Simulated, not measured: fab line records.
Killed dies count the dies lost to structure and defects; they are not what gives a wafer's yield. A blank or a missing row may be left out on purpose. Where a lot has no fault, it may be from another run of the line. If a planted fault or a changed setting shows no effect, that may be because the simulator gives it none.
Split-lot trial ; flow n5 finfet ; on a route of 1938 steps: 7 lots, 21 wafers read

ON THE SPLIT
At N5_BEOL_M6_COAT_59 (time 60 s, resist thk 100 nm), the setting spin rpm was moved away from the recipe's 1500 rpm on 6 of the 21 wafers read, by -11.1% to +8.3%. The other wafers ran this setting at the recipe's value.

FROM THE SPLIT TO THE READING: what the file shows between them, 4 steps
- N5_BEOL_M6_COAT_60: time 60 s, resist thk 35 nm
- N5_BEOL_M6_COAT_05: resist thk 90 nm
- N5_BEOL_M6_DESCUM_16: chemistry O2, time 7.9 s
- N5_BEOL_M6_ETCH_61: etches SiARC in CF4, target depth 45.5 nm, time 75.8 s

THE READING
etch.depth nm (the simulator's own value, which no gauge read), in nm, at N5_BEOL_M6_ETCH_62 (etches SOC in N2/H2, target depth 110 nm, overetch 22 nm, time 165 s). There is no usual value for it anywhere in the file. Here, 15 wafers ran the recipe; their average is 100.13 nm with a standard deviation of 0.33 nm.

wafer;tool, chamber at the split;spin rpm as run, rpm;against the recipe;etch.depth nm, nm;against lot-mates on the recipe
L076.1;litho track-02, 0;1543;+2.9%;98.95;-1.85
L076.2;litho track-02, 0;1543;+2.9%;99.04;-1.76
L076.5;litho track-02, 0;1500;recipe;100.8;-
L080.1;litho track-01, 0;1624;+8.3%;96.34;-3.96
L080.3;litho track-01, 0;1500;recipe;100.3;-
L080.6;litho track-01, 0;1624;+8.3%;96.4;-3.90
L089.3;litho track-01, 0;1500;recipe;99.82;-
L089.4;litho track-01, 0;1500;recipe;99.63;-
L089.5;litho track-01, 0;1500;recipe;99.77;-
L094.1;litho track-02, 0;1500;recipe;99.81;-
L094.2;litho track-02, 0;1500;recipe;100;-
L094.5;litho track-02, 0;1500;recipe;100.1;-
L091.2;litho track-02, 0;1500;recipe;99.78;-
L091.4;litho track-02, 0;1383;-7.8%;104.3;+4.26
L091.6;litho track-02, 0;1500;recipe;100.3;-
L095.2;litho track-02, 0;1500;recipe;100.4;-
L095.3;litho track-02, 0;1500;recipe;100.4;-
L095.6;litho track-02, 0;1500;recipe;100.6;-
L096.2;litho track-04, 0;1334;-11.1%;105.8;+5.70
L096.4;litho track-04, 0;1500;recipe;100.2;-
L096.6;litho track-04, 0;1500;recipe;100;-

FIT RESULTS
A straight line over all 21 wafers: etch.depth nm changes by -0.488 nm for each +1% of spin rpm; r = -0.99; the points scatter about the line by 0.32 nm.
The same after taking each lot's own level away (the mean of its wafers on the recipe; 21 wafers): -0.51 nm for each +1%; r = -1.00; scatter 0.2 nm.
That fit puts the effect of the largest move of spin rpm on the reading at 5.6 nm.
The span of the lots' own levels, 99.740 to 100.800 nm, comes to 3.2 times the standard deviation stated above.
Hence the lot-to-lot level has little effect on the slope; both slopes agree.
Check: with one of the wafers moved furthest among these (-11.1%) left out of the fit, the line predicts +5.63 nm for it against its lot-mates. Against them it came out at +5.7 nm.

THESE WAFERS: OTHER SPLITS
Note: prior to the reading, these wafers also went through further splits. Each is held against what the fit with the lots' levels taken away leaves over:
other split on the same wafers;wafers away from the commonest value;r with etch.depth nm (lot level and that fit taken away)
N5_BEOL_M5_EXPOSE_25 dose mj;10;-0.20
N5_BEOL_M5_ETCH_68 time s;8;+0.10
N5_BEOL_M6_PECVD_70 temp c;8;+0.14

THE WHOLE CHAIN: every reading that the file lists as answering this split, in the file's order
step;what it does;reading;change (the file's fit);r (the file's)
N5_BEOL_M6_COAT_59;time 60 s, resist thk 100 nm;SOC_of_BEOL_M6_COAT_59.thk nm (the simulator's own value, which no gauge read);-0.513 nm for each +1% of the setting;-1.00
N5_BEOL_M6_ETCH_62;etches SOC in N2/H2, target depth 110 nm, overetch 22 nm, time 165 s;etch.depth nm (the simulator's own value, which no gauge read);-0.513 nm for each +1% of the setting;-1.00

FILE'S OWN FIT
etch.depth nm changes by -0.513 nm for each +1% of spin rpm, r = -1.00.
